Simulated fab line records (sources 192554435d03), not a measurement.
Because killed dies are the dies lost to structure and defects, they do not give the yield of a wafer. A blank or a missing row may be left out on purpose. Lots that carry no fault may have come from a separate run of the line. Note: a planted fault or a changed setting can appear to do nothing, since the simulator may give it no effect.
Chamber matching ; flow n5Finfet ; 4 sister chambers for N5_BEOL_M5_STRIP_36 on rieDiel-04
The step strips in N2/H2. 4 wafers are shown with their chamber, then 10 later ones without.

WAFERS, EACH WITH ITS CHAMBER
wafer;chamber;showerheadPlenumPTorr (Torr)
L085.4;3;2.68
L085.5;2;2.59
L090.3;0;2.59
L090.4;1;2.61

WAFERS WHOSE CHAMBER IS MISSING
wafer;showerheadPlenumPTorr (Torr)
L090.6;2.68
L092.2;2.59
L092.4;2.68
L092.6;2.59
L096.2;2.60
L096.3;2.58
L096.4;2.67
L097.1;2.58
L097.2;2.67
L097.6;2.58

WHICH CHAMBER EACH WENT THROUGH
wafer;from the rows above;in truth
L090.6;3;3
L092.2;can't be placed: 0 or 2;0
L092.4;3;3
L092.6;can't be placed: 0 or 2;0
L096.2;can't be placed: 1 or 0 or 2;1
L096.3;can't be placed: 0 or 2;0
L096.4;3;3
L097.1;can't be placed: 0 or 2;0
L097.2;3;3
L097.6;can't be placed: 0 or 2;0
Correct placement for 4 of the 10. These rows do not allow placing 6 (true chamber among the candidates in 6). Placed wrongly: 0.
How it was worked out, from the rows above alone: a wafer's distance from a chamber is the root of the sum, over the readings, of the square of ((its reading less the chamber's mean) divided by the reading's scatter). The wafer belongs to the nearest chamber; if the next one is less than 2 further off, it can't be placed. For every chamber, the mean is computed from those of its wafers that are shown. The scatter: root of mean squared gap, hidden wafer to nearest shown wafer, with one shown wafer a chamber.
